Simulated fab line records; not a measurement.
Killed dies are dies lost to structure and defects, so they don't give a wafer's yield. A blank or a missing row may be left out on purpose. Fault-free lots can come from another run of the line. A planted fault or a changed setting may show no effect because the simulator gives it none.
fab line records	flow n5Finfet
record: lots: 14	wafers: 42	lastDay: 20
route steps=1938 shown BEOL_M12@1647 BEOL_M13@1665
lots that met no fault: from a run of the same line without faults
startH: hours from the record's first day to the start of the lot's first wafer shown	waitH: hours since the lot's step before	" unchanged from the row above	L1.1+2: one row covering several wafers at once	- value missing, or start not given	* or withheld: withheld	< > ~ a bound
route shown NAME@n: a module of which the file shows steps, and the number in the route of the first	usual: mean and standard deviation over wafers with no fault	same: alike in all rows	chamber/n: place in a boat	sites: each site's reading	_std_site: their standard deviation	_edge_site: the outer-site mean with the inner-site mean subtracted	radiusMm: for every site, how far away it sits from the centre of the wafer	mask NAME#n: copy n	behind: the last tool/chamber to shape the wafer	hold: reason for holding the lot/hours on hold/outcome of the hold	device: which transistor (n, p or np) failed to switch	end of line: the same wafers' tests at the end of the route	a step without rows: its recipe alone	killed: count of dies lost to structure and defects at first sort (not the wafer's yield)	map: dies across one wafer; x = killed, . = not, _ = none there
set.NAME: the setting that was run; set.NAME@STEP: the one run at that earlier step	model.NAME: the simulator's own value behind a step, which no gauge read
route steps across a sampled set of lots; one table per step, one row per wafer
services: from which hour (startH, from the record's first day; less than 0 if before it) a tool's chamber was out of use, for how many hours, and why
== steps ==
step: N5_BEOL_M12_PRE_CLEAN_42
recipe: gas: H2/He	timeS: 30	tempC: 250
usual: heaterPowerW: 340/38
lot.wafer	tool	chamber	startH	waitH	heaterPowerW
L550.2	pvdSputter-01	-	255.90	0.0	387
L550.4	"	-	"	"	345
L550.6	"	-	"	"	381
L554.1	pvdSputter-03	-	270.28	0.0	323
L554.2	"	-	"	"	313
L554.6	"	-	"	"	320
L552.1	pvdSputter-02	-	282.56	0.0	308
L552.3	"	-	"	"	321
L552.5	"	-	"	"	271
L557.2	pvdSputter-01	-	306.60	0.0	382
L557.3	"	-	"	"	352
L557.5	"	-	"	"	348
L558.1	pvdSputter-03	-	307.23	0.0	379
L558.5	"	-	"	"	315
L558.6	"	-	"	"	306
L565.2	pvdSputter-02	-	339.56	0.0	316
L565.3	"	-	"	"	270
L565.4	"	-	"	"	332
L563.1	pvdSputter-02	-	344.77	0.0	307
L563.2	"	-	"	"	392
L563.5	"	-	"	"	332
L564.1	pvdSputter-01	-	345.07	0.0	372
L564.3	"	-	"	"	345
L564.4	"	-	"	"	381
L567.2	pvdSputter-02	-	353.24	0.0	274
L567.5	"	-	"	"	324
L567.6	"	-	"	"	322
L566.3	pvdSputter-02	-	360.25	0.0	392
L566.5	"	-	"	"	268
L566.6	"	-	"	"	390
L570.2	pvdSputter-02	-	375.22	0.0	318
L570.3	"	-	"	"	264
L570.5	"	-	"	"	271
L569.1	pvdSputter-03	-	376.21	0.0	318
L569.5	"	-	"	"	314
L569.6	"	-	"	"	323
L571.1	pvdSputter-02	-	397.27	0.0	331
L571.3	"	-	"	"	275
L571.5	"	-	"	"	277
L572.1	pvdSputter-01	-	437.53	0.0	380
L572.2	"	-	"	"	345
L572.3	"	-	"	"	347
step: N5_BEOL_M12_RS_MEAS_54
recipe: thkMeasGauge: four-point-probe	reads: Cu_of_BEOL_M12_ECD_47+Ta_of_BEOL_M12_SPUTTER_44+TaN_of_BEOL_M12_SPUTTER_43
usual: M12_RS: 0.0604/0.0011
lot.wafer	tool	chamber	startH	waitH	M12_RS[ohm/sq]
L550.2	filmMetro-02	-	258.63	0.0	0.0607
L550.4	"	-	"	"	0.0602
L550.6	"	-	"	"	0.0613
L554.1	filmMetro-01	-	271.73	0.0	0.0593
L554.2	"	-	"	"	0.0604
L554.6	"	-	"	"	0.0605
L552.1	filmMetro-01	-	283.74	0.0	0.0606
L552.3	"	-	"	"	0.0603
L552.5	"	-	"	"	0.0601
L557.2	filmMetro-02	-	307.78	0.0	0.0584
L557.3	"	-	"	"	0.0587
L557.5	"	-	"	"	0.0588
L558.1	filmMetro-01	-	308.41	0.0	0.0623
L558.5	"	-	"	"	0.0617
L558.6	"	-	"	"	0.0615
L565.2	filmMetro-01	-	340.84	0.0	0.0587
L565.3	"	-	"	"	0.0597
L565.4	"	-	"	"	0.0582
L563.1	filmMetro-01	-	346.09	0.0	0.0583
L563.2	"	-	"	"	0.0607
L563.5	"	-	"	"	0.0594
L564.1	filmMetro-02	-	346.32	0.0	0.0610
L564.3	"	-	"	"	0.0609
L564.4	"	-	"	"	0.0601
L567.2	filmMetro-01	-	354.43	0.0	0.0608
L567.5	"	-	"	"	0.0612
L567.6	"	-	"	"	0.0610
L566.3	filmMetro-01	-	362.01	0.0	0.0595
L566.5	"	-	"	"	0.0603
L566.6	"	-	"	"	0.0609
L570.2	filmMetro-02	-	376.61	0.1	0.0595
L570.3	"	-	"	"	0.0615
L570.5	"	-	"	"	0.0612
L569.1	filmMetro-02	-	377.41	0.1	0.0612
L569.5	"	-	"	"	0.0611
L569.6	"	-	"	"	0.0610
L571.1	filmMetro-02	-	398.55	0.1	0.0593
L571.3	"	-	"	"	0.0610
L571.5	"	-	"	"	0.0585
L572.1	filmMetro-01	-	438.74	0.1	0.0626
L572.2	"	-	"	"	0.0612
L572.3	"	-	"	"	0.0617
step: N5_BEOL_M13_EXPOSE_07
recipe: maskId: V12	na: 0.93	sourceShape: conventional	sigmaOuter: 0.6	polarization: unpolarized	attpsmPhaseDeg: 180	doseMj: 24.8
usual: exposureDoseMJCm2: 24.785/0.026	focusOffsetNm: 0.2/0.57
lot.wafer	tool	chamber	startH	waitH	mask	exposureDoseMJCm2	focusOffsetNm
L550.2	krfScanner-02	0	259.16	-	V12#0	24.781	0.4
L550.4	"	0	"	"	V12#0	24.748	1.0
L550.6	"	0	"	"	V12#0	24.803	0.2
L554.1	krfScanner-02	0	272.20	-	V12#0	24.776	0.8
L554.2	"	0	"	"	V12#0	24.766	1.1
L554.6	"	0	"	"	V12#0	24.819	1.5
L552.1	krfScanner-01	0	284.21	-	V12#0	24.807	0.8
L552.3	"	0	"	"	V12#0	24.809	0.3
L552.5	"	0	"	"	V12#0	24.783	0.5
L557.2	krfScanner-02	-	308.13	-	V12#0	-	-
L557.3	"	-	"	"	V12#0	-	-
L557.5	"	-	"	"	V12#0	-	-
L558.1	krfScanner-02	-	308.76	-	V12#0	-	-
L558.5	"	-	"	"	V12#0	-	-
L558.6	"	-	"	"	V12#0	-	-
L565.2	krfScanner-01	0	341.19	-	V12#0	24.823	-0.3
L565.3	"	0	"	"	V12#0	24.824	-1.2
L565.4	"	0	"	"	V12#0	24.795	-0.2
L563.1	krfScanner-02	0	346.56	-	V12#0	24.784	0.3
L563.2	"	0	"	"	V12#0	24.790	0.3
L563.5	"	0	"	"	V12#0	24.797	-0.8
L564.1	krfScanner-01	0	346.79	-	V12#0	24.848	0.5
L564.3	"	0	"	"	V12#0	24.815	0.7
L564.4	"	0	"	"	V12#0	24.833	0.7
L567.2	krfScanner-02	0	354.91	-	V12#0	24.807	-0.6
L567.5	"	0	"	"	V12#0	24.777	-0.5
L567.6	"	0	"	"	V12#0	24.804	-0.4
L566.3	krfScanner-02	0	362.36	-	V12#0	24.771	1.3
L566.5	"	0	"	"	V12#0	24.784	1.5
L566.6	"	0	"	"	V12#0	24.785	0.2
L570.2	krfScanner-01	0	377.02	-	V12#0	24.770	-0.4
L570.3	"	0	"	"	V12#0	24.779	0.3
L570.5	"	0	"	"	V12#0	24.754	-0.4
L569.1	krfScanner-01	0	377.77	-	V12#0	24.816	0.4
L569.5	"	0	"	"	V12#0	24.835	-0.2
L569.6	"	0	"	"	V12#0	24.800	0.3
L571.1	krfScanner-01	0	398.89	-	V12#0	24.761	0.8
L571.3	"	0	"	"	V12#0	24.773	-1.0
L571.5	"	0	"	"	V12#0	24.769	0.1
L572.1	krfScanner-01	0	439.10	-	V12#0	24.762	0.8
L572.2	"	0	"	"	V12#0	24.743	0.6
L572.3	"	0	"	"	V12#0	24.809	-0.2
step: N5_BEOL_M13_ETCH_59
recipe: chemistry: N2/H2	target: BARC	targetDepthA: 890	overetchA: 267	timeS: 67.9	ionEnergyEv: 200	pressureMtorr: 30	sourceW: 840	biasW: 150	n2FlowSccm: 200	h2FlowSccm: 200
usual: drypumpMotorCurrentA: 5.6/0.41	oesProductAu: 0.65/0.043	rfVppV: 523.1/2.6	showerheadPlenumPTorr: 2.51/0.089	throttleValvePct: 17.78/0.21
lot.wafer	tool	chamber	startH	waitH	drypumpMotorCurrentA	oesProductAu	rfHoursCounterH	rfVppV	showerheadPlenumPTorr	throttleValvePct
L550.2	rieDiel-03	3	259.57	0.0	5.1	0.68	114	528.1	2.66	17.91
L550.4	"	1	"	"	5.4	0.71	64	521.5	2.45	17.46
L550.6	"	1	"	"	5.4	0.72	-	522.9	2.45	17.46
L554.1	rieDiel-03	3	272.49	0.0	5.1	0.68	118	526.6	2.66	17.92
L554.2	"	1	"	"	5.4	0.70	68	521.6	2.45	17.47
L554.6	"	0	"	"	5.5	0.63	-	523.0	2.53	17.80
L552.1	rieDiel-03	2	284.50	0.0	6.1	0.62	198	521.2	2.42	17.60
L552.3	"	3	"	"	5.1	0.68	122	527.4	2.66	17.94
L552.5	"	3	"	"	5.1	0.68	-	527.4	2.66	17.94
L557.2	rieDiel-06	2	308.42	0.0	6.0	0.64	146	522.8	2.55	18.24
L557.3	"	3	"	"	5.7	0.63	189	526.1	2.62	17.82
L557.5	"	1	"	"	5.5	0.65	-	517.5	2.35	18.18
L558.1	rieDiel-05	0	309.05	0.0	5.6	0.59	242	522.9	2.50	18.05
L558.5	"	0	"	"	5.6	0.59	-	523.6	2.50	18.04
L558.6	"	1	"	"	6.5	0.72	-	522.3	2.48	17.71
L565.2	rieDiel-05	3	341.61	0.0	6.1	0.63	199	524.0	2.53	18.03
L565.3	"	1	"	"	6.5	0.71	53	521.7	2.47	17.71
L565.4	"	2	"	"	4.9	0.69	-	525.0	2.57	17.67
L563.1	rieDiel-03	2	346.85	0.0	6.1	0.60	218	520.8	2.41	17.62
L563.2	"	3	"	"	5.1	0.66	143	526.9	2.65	17.95
L563.5	"	1	"	"	5.4	0.68	-	520.9	2.44	17.51
L564.1	rieDiel-03	0	347.15	0.0	5.5	0.61	218	523.5	2.52	17.81
L564.3	"	2	"	"	6.1	0.60	218	519.7	2.41	17.63
L564.4	"	1	"	"	5.4	0.70	92	521.1	2.44	17.51
L567.2	rieDiel-03	0	355.42	0.0	5.5	0.62	221	521.5	2.52	17.83
L567.5	"	3	"	"	5.1	0.66	-	526.2	2.65	17.98
L567.6	"	0	"	"	5.5	0.61	-	522.8	2.52	17.83
L566.3	rieDiel-06	0	362.65	0.0	5.9	0.61	216	527.7	2.63	17.80
L566.5	"	3	"	"	5.7	0.61	-	527.4	2.61	17.85
L566.6	"	0	"	"	5.9	0.61	-	526.6	2.63	17.79
L570.2	rieDiel-03	1	377.35	0.0	5.4	0.68	98	521.5	2.44	17.50
L570.3	"	3	"	"	5.1	0.65	154	526.1	2.65	17.99
L570.5	"	3	"	"	5.1	0.65	-	527.2	2.65	17.98
L569.1	rieDiel-05	0	378.07	0.0	5.6	0.80	8	523.3	2.49	17.67
L569.5	"	1	"	"	6.5	0.71	-	521.8	2.47	17.74
L569.6	"	0	"	"	5.6	0.80	-	522.0	2.49	17.67
L571.1	rieDiel-03	3	399.19	0.0	5.1	0.66	161	526.2	2.64	18.00
L571.3	"	0	"	"	5.5	0.60	235	522.0	2.51	17.83
L571.5	"	2	"	"	6.1	0.61	-	520.7	2.41	17.66
L572.1	rieDiel-03	2	439.57	0.0	6.1	0.59	244	519.7	2.40	17.69
L572.2	"	1	"	"	5.4	0.67	114	521.8	2.43	17.54
L572.3	"	0	"	"	5.5	0.59	246	523.8	2.51	17.87
== services ==
tool	chamber	startH	hours	kind
rieDiel-05	0	241.22	3.8	repair
krfScanner-01	-	269.52	4.0	pm
krfScanner-02	-	278.90	1.0	pm
krfScanner-01	-	290.03	0.8	pm
rieDiel-06	3	291.19	8.3	repair
pvdSputter-02	-	301.83	7.9	repair
krfScanner-01	-	302.46	1.0	pm
krfScanner-01	-	318.54	1.3	pm
rieDiel-05	0	320.99	2.0	repair
krfScanner-02	-	326.00	0.4	repair
rieDiel-06	1	332.37	8.2	repair
rieDiel-03	1	353.01	10.2	repair
rieDiel-03	2	354.84	6.4	repair
krfScanner-02	-	357.11	0.8	pm
krfScanner-01	-	361.03	2.7	repair
krfScanner-02	0	367.29	-	calibration
krfScanner-02	-	369.20	1.0	repair
krfScanner-01	-	372.22	0.6	repair
krfScanner-02	-	376.13	1.3	pm
pvdSputter-02	-	394.40	1.9	repair
pvdSputter-01	-	397.65	1.0	repair
rieDiel-05	3	398.86	1.8	repair
krfScanner-02	-	407.25	36.0	pm
rieDiel-06	3	407.97	4.8	repair
== key ==
firstSign: step: N5_BEOL_M13_EXPOSE_07	reading: toolRecord	direction: missing
effect none on later readings
metAt N5_BEOL_M13_EXPOSE_07
struckLots L557,L558
laterRowsLeftOut L557.2,L557.3,L557.5,L558.1,L558.5,L558.6
sortLeftOut L557.2,L557.3,L557.5,L558.1,L558.5,L558.6
notActingAt N5_BEOL_M12_PRE_CLEAN_42,N5_BEOL_M12_RS_MEAS_54,N5_BEOL_M13_ETCH_59
onsetBetween 272.20 308.13
fault: kind: skippedStepWhole	tool: krfScanner-02	chamber: -	onsetH: 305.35	steps: N5_BEOL_M13_EXPOSE_07	scope: struckLotsOnly
sortLeftOut: the simulated sort isn't trusted on such a fault, so these wafers' sort isn't shown, and their yield isn't known
laterRowsLeftOut: the simulator's readings of these wafers behind a module that went badly wrong aren't trusted and aren't shown, but for the sort
